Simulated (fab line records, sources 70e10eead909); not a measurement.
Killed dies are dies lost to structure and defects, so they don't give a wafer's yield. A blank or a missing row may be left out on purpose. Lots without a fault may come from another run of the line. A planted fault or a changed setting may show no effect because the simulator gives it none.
Chamber matching | flow nand_harc | NHARC_A_CONTACT_DEP_29 on pecvd-04: 3 sister chambers
The step deposits SiON, target thk 100 nm. 22 wafers are shown with their chamber, then 11 later ones without.

WAFERS WITH THEIR CHAMBER
wafer  | chamber | showerhead_vpp_V (V) | heater_power_w (W) | susceptor_temp_C (C)
L079.1 | 1       | 1166                 | 644                | 399.81
L079.3 | 2       | 1174                 | 663                | 399.73
L079.4 | 2       | 1151                 | 670                | 399.75
L080.2 | 0       | 1288                 | 606                | 399.86
L080.4 | 2       | 1175                 | 762                | 399.90
L080.6 | 1       | 1167                 | 582                | 399.91
L081.2 | 2       | 1179                 | 757                | 400.38
L081.3 | 0       | 1277                 | 687                | 399.74
L081.5 | 2       | 1167                 | 782                | 399.98
L086.3 | 1       | 1172                 | 645                | 400.11
L086.4 | 0       | 1279                 | 673                | 399.79
L086.6 | 1       | 1158                 | 675                | 399.99
L085.2 | 1       | 1170                 | 611                | 400.01
L085.3 | 0       | 1258                 | 715                | 399.89
L085.4 | 0       | 1273                 | 696                | 399.94
L087.3 | 0       | 1276                 | 691                | 400.07
L087.4 | 0       | 1301                 | 715                | 400.13
L087.6 | 1       | 1173                 | 628                | 399.94
L091.3 | 2       | 1169                 | 711                | 400.06
L091.4 | 1       | 1161                 | 633                | 399.74
L091.6 | 2       | 1181                 | 706                | 400.11
L088.3 | 2       | 1150                 | 688                | 399.99

SIGNATURES (means of the wafers above)
reading          | chamber 0 | chamber 1 | chamber 2 | scatter within a chamber
showerhead_vpp_V | 1278.86   | 1166.71   | 1168.25   | 10.8
heater_power_w   | 683.29    | 631.14    | 717.38    | 38
susceptor_temp_C | 399.9171  | 399.9300  | 399.9875  | 0.165
Rule: a wafer's distance from a chamber is the root of the sum, over the readings, of the square of ((its reading less the chamber's mean) divided by the reading's scatter). The wafer belongs to the nearest chamber; if the next one is less than 2 further off, it can't be placed. The scatter: the root of (the sum of the squares of (reading less its chamber's mean) over the shown wafers, divided by (wafers less chambers)).

WAFERS WITHOUT THEIR CHAMBER
wafer  | showerhead_vpp_V (V) | heater_power_w (W) | susceptor_temp_C (C)
L088.4 | 1188                 | 706                | 400.00
L088.6 | 1177                 | 568                | 399.80
L093.4 | 1172                 | 585                | 400.28
L093.5 | 1158                 | 620                | 400.48
L093.6 | 1300                 | 736                | 399.75
L092.4 | 1182                 | 705                | 400.17
L092.5 | 1268                 | 633                | 399.74
L092.6 | 1165                 | 652                | 400.19
L095.2 | 1164                 | 716                | 399.52
L095.5 | 1296                 | 714                | 399.92
L095.6 | 1146                 | 623                | 399.78

WHICH CHAMBER EACH WENT THROUGH
wafer  | from the rows above     | in truth
L088.4 | can't be placed: 2 or 1 | 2
L088.6 | 1                       | 1
L093.4 | can't be placed: 1 or 2 | 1
L093.5 | can't be placed: 1 or 2 | 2
L093.6 | 0                       | 0
L092.4 | can't be placed: 2 or 1 | 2
L092.5 | 0                       | 0
L092.6 | can't be placed: 1 or 2 | 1
L095.2 | can't be placed: 2 or 1 | 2
L095.5 | 0                       | 0
L095.6 | can't be placed: 1 or 2 | 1
Placed correctly: 4 of 11. Can't be placed from these rows: 7 (the true chamber is among the candidates in 7). Placed wrongly: 0.
